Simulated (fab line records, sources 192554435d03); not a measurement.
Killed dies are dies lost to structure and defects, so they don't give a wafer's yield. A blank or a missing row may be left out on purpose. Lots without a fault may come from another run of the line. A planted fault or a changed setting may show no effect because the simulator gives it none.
Which tool did it? | flow n5_finfet | 24 lots, 72 wafers sampled, at 6 steps of a route of 1938

WHAT THE GAUGES READ, wafer by wafer
The record holds no reading of a measuring or inspecting step that can be judged against a usual standard deviation.

WHICH TOOL RAN EACH LOT (tool, then ch and the chambers of the sampled wafers, then the start)
lot  | N5_BEOL_M3_ANNEAL_49         | N5_BEOL_M3_ANNEAL_82         | N5_BEOL_M3_SPUTTER_90        | N5_BEOL_M4_HM_DEP_02         | N5_BEOL_M4_DEGAS_44          | N5_BEOL_M4_SPUTTER_81
L074 | pvd_sputter-01, day 7 06:43  | pvd_sputter-01, day 7 07:10  | pvd_sputter-01, day 7 07:44  | pvd_sputter-03, day 7 10:44  | pvd_sputter-03, day 7 21:25  | pvd_sputter-02, day 7 22:59
L075 | pvd_sputter-02, day 7 18:59  | pvd_sputter-02, day 7 19:25  | pvd_sputter-02, day 7 20:00  | pvd_sputter-02, day 8 00:40  | pvd_sputter-02, day 8 07:02  | pvd_sputter-02, day 8 08:11
L076 | pvd_sputter-03, day 8 04:38  | pvd_sputter-03, day 8 05:04  | pvd_sputter-03, day 8 05:39  | pvd_sputter-03, day 8 08:29  | pvd_sputter-03, day 8 16:56  | pvd_sputter-02, day 8 18:01
L077 | pvd_sputter-01, day 8 10:37  | pvd_sputter-01, day 8 11:04  | pvd_sputter-01, day 8 11:38  | pvd_sputter-02, day 8 14:28  | pvd_sputter-02, day 8 21:29  | pvd_sputter-01, day 8 22:39
L078 | pvd_sputter-02, day 8 15:20  | pvd_sputter-02, day 8 15:47  | pvd_sputter-02, day 8 16:22  | pvd_sputter-03, day 8 20:25  | pvd_sputter-02, day 9 02:05  | pvd_sputter-02, day 9 03:08
L079 | pvd_sputter-02, day 9 09:38  | pvd_sputter-02, day 9 10:05  | pvd_sputter-02, day 9 10:40  | pvd_sputter-01, day 9 13:41  | pvd_sputter-02, day 9 18:08  | pvd_sputter-02, day 9 19:16
L080 | pvd_sputter-02, day 9 11:40  | pvd_sputter-02, day 9 12:06  | pvd_sputter-02, day 9 12:41  | pvd_sputter-01, day 9 14:46  | pvd_sputter-01, day 9 22:07  | pvd_sputter-02, day 9 23:16
L081 | pvd_sputter-03, day 9 15:13  | pvd_sputter-03, day 9 15:40  | pvd_sputter-03, day 9 16:14  | pvd_sputter-03, day 9 18:44  | pvd_sputter-02, day 9 22:05  | pvd_sputter-01, day 9 23:09
L082 | pvd_sputter-01, day 9 16:02  | pvd_sputter-01, day 9 16:28  | pvd_sputter-01, day 9 17:03  | pvd_sputter-01, day 9 21:45  | pvd_sputter-01, day 10 01:37 | pvd_sputter-03, day 10 02:49
L083 | pvd_sputter-03, day 9 19:24  | pvd_sputter-03, day 9 19:50  | pvd_sputter-03, day 9 20:25  | pvd_sputter-01, day 10 00:52 | pvd_sputter-01, day 10 07:55 | pvd_sputter-02, day 10 09:01
L084 | pvd_sputter-03, day 9 22:42  | pvd_sputter-03, day 9 23:08  | pvd_sputter-03, day 9 23:43  | pvd_sputter-01, day 10 02:11 | pvd_sputter-01, day 10 14:43 | pvd_sputter-02, day 10 16:09
L085 | pvd_sputter-01, day 10 02:32 | pvd_sputter-01, day 10 02:58 | pvd_sputter-01, day 10 03:33 | pvd_sputter-01, day 10 05:46 | pvd_sputter-02, day 10 21:53 | pvd_sputter-01, day 10 23:47
L086 | pvd_sputter-01, day 10 16:15 | pvd_sputter-01, day 10 16:41 | pvd_sputter-01, day 10 17:16 | pvd_sputter-02, day 10 21:14 | pvd_sputter-02, day 11 01:16 | pvd_sputter-03, day 11 02:25
L087 | pvd_sputter-03, day 10 19:08 | pvd_sputter-03, day 10 19:34 | pvd_sputter-03, day 10 20:09 | pvd_sputter-03, day 10 22:55 | pvd_sputter-02, day 11 06:06 | pvd_sputter-01, day 11 07:06
L088 | pvd_sputter-03, day 11 07:08 | pvd_sputter-03, day 11 07:34 | pvd_sputter-03, day 11 08:09 | pvd_sputter-03, day 11 10:34 | pvd_sputter-01, day 12 00:50 | pvd_sputter-01, day 12 02:08
L089 | pvd_sputter-03, day 11 11:40 | pvd_sputter-03, day 11 12:06 | pvd_sputter-03, day 11 12:41 | pvd_sputter-03, day 11 15:14 | pvd_sputter-03, day 11 22:50 | pvd_sputter-03, day 12 01:30
L090 | pvd_sputter-02, day 11 12:06 | pvd_sputter-02, day 11 12:32 | pvd_sputter-02, day 11 13:07 | pvd_sputter-01, day 11 16:34 | pvd_sputter-01, day 12 01:32 | pvd_sputter-02, day 12 02:35
L093 | pvd_sputter-03, day 11 23:00 | pvd_sputter-03, day 11 23:26 | pvd_sputter-03, day 12 00:01 | pvd_sputter-02, day 12 03:59 | pvd_sputter-02, day 12 07:36 | pvd_sputter-03, day 12 08:38
L091 | pvd_sputter-03, day 12 05:01 | pvd_sputter-03, day 12 05:27 | pvd_sputter-03, day 12 06:02 | pvd_sputter-02, day 12 09:43 | pvd_sputter-02, day 12 12:19 | pvd_sputter-03, day 12 13:18
L094 | pvd_sputter-01, day 13 08:28 | pvd_sputter-01, day 13 08:54 | pvd_sputter-01, day 13 09:29 | pvd_sputter-03, day 13 11:40 | pvd_sputter-01, day 13 17:02 | pvd_sputter-02, day 13 18:05
L096 | pvd_sputter-03, day 13 09:11 | pvd_sputter-03, day 13 09:37 | pvd_sputter-03, day 13 10:12 | pvd_sputter-03, day 13 13:59 | pvd_sputter-01, day 13 19:47 | pvd_sputter-01, day 13 21:08
L092 | pvd_sputter-02, day 13 11:41 | pvd_sputter-02, day 13 12:07 | pvd_sputter-02, day 13 12:42 | pvd_sputter-02, day 13 16:12 | pvd_sputter-02, day 13 19:52 | pvd_sputter-03, day 13 21:24
L095 | pvd_sputter-03, day 13 12:08 | pvd_sputter-03, day 13 12:35 | pvd_sputter-03, day 13 13:10 | pvd_sputter-02, day 13 16:20 | pvd_sputter-03, day 13 23:01 | pvd_sputter-01, day 14 00:07
L097 | pvd_sputter-02, day 13 13:31 | pvd_sputter-02, day 13 13:58 | pvd_sputter-02, day 13 14:32 | pvd_sputter-01, day 13 16:56 | pvd_sputter-02, day 14 01:28 | pvd_sputter-03, day 14 02:34
- N5_BEOL_M3_ANNEAL_49: time 240 s.
- N5_BEOL_M3_ANNEAL_82: time 240 s.
- N5_BEOL_M3_SPUTTER_90: material Cu, target thk 4.5 nm, time 8.29 s.
- N5_BEOL_M4_HM_DEP_02: deposits TiN, target thk 20 nm.
- N5_BEOL_M4_DEGAS_44: time 60 s.
- N5_BEOL_M4_SPUTTER_81: material Cu, target thk 4.5 nm, time 8.29 s.

WHAT THE TOOLS THEMSELVES READ (means of the sampled wafers that have a number; where no wafer has one, the mark that the record gives instead)
N5_BEOL_M3_ANNEAL_49.
lot  | tool           | heater_power_w (W)
L074 | pvd_sputter-01 | 824
L075 | pvd_sputter-02 | 779
L076 | pvd_sputter-03 | 871
L077 | pvd_sputter-01 | 763
L078 | pvd_sputter-02 | 799
L079 | pvd_sputter-02 | 736
L080 | pvd_sputter-02 | 778
L081 | pvd_sputter-03 | 761
L082 | pvd_sputter-01 | 790
L083 | pvd_sputter-03 | 808
L084 | pvd_sputter-03 | 814
L085 | pvd_sputter-01 | 854
L086 | pvd_sputter-01 | 816
L087 | pvd_sputter-03 | 776
L088 | pvd_sputter-03 | 820
L089 | pvd_sputter-03 | 879
L090 | pvd_sputter-02 | 839
L093 | pvd_sputter-03 | 771
L091 | pvd_sputter-03 | 976
L094 | pvd_sputter-01 | 804
L096 | pvd_sputter-03 | 892
L092 | pvd_sputter-02 | 839
L095 | pvd_sputter-03 | 884
L097 | pvd_sputter-02 | 774

N5_BEOL_M3_ANNEAL_82.
lot  | tool           | heater_power_w (W)
L074 | pvd_sputter-01 | 823
L075 | pvd_sputter-02 | 775
L076 | pvd_sputter-03 | 865
L077 | pvd_sputter-01 | 767
L078 | pvd_sputter-02 | 792
L079 | pvd_sputter-02 | 722
L080 | pvd_sputter-02 | 783
L081 | pvd_sputter-03 | 769
L082 | pvd_sputter-01 | 787
L083 | pvd_sputter-03 | 819
L084 | pvd_sputter-03 | 815
L085 | pvd_sputter-01 | 837
L086 | pvd_sputter-01 | 813
L087 | pvd_sputter-03 | 778
L088 | pvd_sputter-03 | 812
L089 | pvd_sputter-03 | 886
L090 | pvd_sputter-02 | 833
L093 | pvd_sputter-03 | 774
L091 | pvd_sputter-03 | 965
L094 | pvd_sputter-01 | 814
L096 | pvd_sputter-03 | 899
L092 | pvd_sputter-02 | 852
L095 | pvd_sputter-03 | 886
L097 | pvd_sputter-02 | 775

N5_BEOL_M3_SPUTTER_90.
lot  | tool           | chamber_pressure_pa (Pa) | throttle_valve_pct (%)
L074 | pvd_sputter-01 | 0.07                     | 30.2
L075 | pvd_sputter-02 | 0.07                     | 30.5
L076 | pvd_sputter-03 | 0.07                     | 28.8
L077 | pvd_sputter-01 | 0.07                     | 30.0
L078 | pvd_sputter-02 | 0.07                     | 30.9
L079 | pvd_sputter-02 | 0.07                     | 30.7
L080 | pvd_sputter-02 | 0.07                     | 30.8
L081 | pvd_sputter-03 | 0.07                     | 29.5
L082 | pvd_sputter-01 | 0.07                     | 30.2
L083 | pvd_sputter-03 | 0.07                     | 29.5
L084 | pvd_sputter-03 | 0.07                     | 28.7
L085 | pvd_sputter-01 | 0.07                     | 30.0
L086 | pvd_sputter-01 | 0.07                     | 30.4
L087 | pvd_sputter-03 | 0.07                     | 28.9
L088 | pvd_sputter-03 | 0.07                     | 28.6
L089 | pvd_sputter-03 | 0.07                     | 29.6
L090 | pvd_sputter-02 | 0.07                     | 29.8
L093 | pvd_sputter-03 | 0.07                     | 29.0
L091 | pvd_sputter-03 | 0.07                     | 29.6
L094 | pvd_sputter-01 | 0.07                     | 30.3
L096 | pvd_sputter-03 | 0.07                     | 29.0
L092 | pvd_sputter-02 | 0.07                     | 30.2
L095 | pvd_sputter-03 | 0.07                     | 29.2
L097 | pvd_sputter-02 | 0.07                     | 30.3

N5_BEOL_M4_HM_DEP_02.
lot  | tool           | chamber_pressure_pa (Pa) | throttle_valve_pct (%)
L074 | pvd_sputter-03 | 0.5007                   | 29.2
L075 | pvd_sputter-02 | 0.5004                   | 30.3
L076 | pvd_sputter-03 | 0.5001                   | 29.1
L077 | pvd_sputter-02 | 0.4995                   | 30.4
L078 | pvd_sputter-03 | 0.4997                   | 29.0
L079 | pvd_sputter-01 | 0.5002                   | 29.6
L080 | pvd_sputter-01 | 0.5006                   | 30.2
L081 | pvd_sputter-03 | 0.4996                   | 29.1
L082 | pvd_sputter-01 | 0.4993                   | 30.8
L083 | pvd_sputter-01 | 0.4987                   | 30.3
L084 | pvd_sputter-01 | 0.5003                   | 29.8
L085 | pvd_sputter-01 | 0.5005                   | 30.6
L086 | pvd_sputter-02 | 0.5005                   | 30.9
L087 | pvd_sputter-03 | 0.5001                   | 29.5
L088 | pvd_sputter-03 | 0.5003                   | 29.8
L089 | pvd_sputter-03 | 0.4994                   | 29.6
L090 | pvd_sputter-01 | 0.5003                   | 29.9
L093 | pvd_sputter-02 | 0.5005                   | 30.0
L091 | pvd_sputter-02 | 0.4999                   | 30.6
L094 | pvd_sputter-03 | 0.4992                   | 29.0
L096 | pvd_sputter-03 | 0.4995                   | 29.6
L092 | pvd_sputter-02 | 0.5013                   | 30.9
L095 | pvd_sputter-02 | 0.5006                   | 30.5
L097 | pvd_sputter-01 | 0.5000                   | 30.9

N5_BEOL_M4_DEGAS_44.
lot  | tool           | heater_power_w (W)
L074 | pvd_sputter-03 | 343
L075 | pvd_sputter-02 | 323
L076 | pvd_sputter-03 | 355
L077 | pvd_sputter-02 | 330
L078 | pvd_sputter-02 | 335
L079 | pvd_sputter-02 | 323
L080 | pvd_sputter-01 | 325
L081 | pvd_sputter-02 | 324
L082 | pvd_sputter-01 | 325
L083 | pvd_sputter-01 | 337
L084 | pvd_sputter-01 | 337
L085 | pvd_sputter-02 | 311
L086 | pvd_sputter-02 | 315
L087 | pvd_sputter-02 | 329
L088 | pvd_sputter-01 | 335
L089 | pvd_sputter-03 | 346
L090 | pvd_sputter-01 | 339
L093 | pvd_sputter-02 | 337
L091 | pvd_sputter-02 | 296
L094 | pvd_sputter-01 | 326
L096 | pvd_sputter-01 | 336
L092 | pvd_sputter-02 | 319
L095 | pvd_sputter-03 | 369
L097 | pvd_sputter-02 | 332

N5_BEOL_M4_SPUTTER_81.
lot  | tool           | chamber_pressure_pa (Pa) | throttle_valve_pct (%)
L074 | pvd_sputter-02 | 0.07                     | 30.1
L075 | pvd_sputter-02 | 0.07                     | 31.4
L076 | pvd_sputter-02 | 0.07                     | 30.6
L077 | pvd_sputter-01 | 0.07                     | 29.6
L078 | pvd_sputter-02 | 0.07                     | 30.2
L079 | pvd_sputter-02 | 0.07                     | 30.2
L080 | pvd_sputter-02 | 0.07                     | 30.4
L081 | pvd_sputter-01 | 0.07                     | 30.0
L082 | pvd_sputter-03 | 0.07                     | 29.5
L083 | pvd_sputter-02 | 0.07                     | 30.5
L084 | pvd_sputter-02 | 0.07                     | 30.4
L085 | pvd_sputter-01 | 0.07                     | 29.9
L086 | pvd_sputter-03 | 0.07                     | 29.9
L087 | pvd_sputter-01 | 0.07                     | 30.9
L088 | pvd_sputter-01 | 0.07                     | 30.7
L089 | pvd_sputter-03 | 0.07                     | 29.1
L090 | pvd_sputter-02 | 0.07                     | 30.5
L093 | pvd_sputter-03 | 0.07                     | 29.5
L091 | pvd_sputter-03 | 0.07                     | 30.0
L094 | pvd_sputter-02 | 0.07                     | 30.4
L096 | pvd_sputter-01 | 0.07                     | 30.3
L092 | pvd_sputter-03 | 0.07                     | 29.6
L095 | pvd_sputter-01 | 0.07                     | 30.3
L097 | pvd_sputter-03 | 0.07                     | 30.1

THE ANSWER, worked out from the rows above alone
Rule: what is usual is taken from the lots themselves. Put in order of their means at a reading, lots are off if they are a third of the lots or fewer, leave a main group of 4 or more, and stand apart from it by a gap of 3 or more times the standard deviation of the main group's means; of several such gaps the widest counts. A main group whose means are all the same, to the digits that the tables above print for the reading, isn't used. A lot without any number at a reading at which 4 lots or more have one is off too. The other lots that the step has rows for count as sound. The gauges are gone through in route order, then the tools' own readings, and for those a lot's mean is taken as printed above. The first step at which some lot is off is used, and at that step the reading that is off furthest; a lot without a number counts as furthest.
No lot is off at any reading shown: from this, nothing can be told.

WHAT THE SIMULATOR HAD PUT IN
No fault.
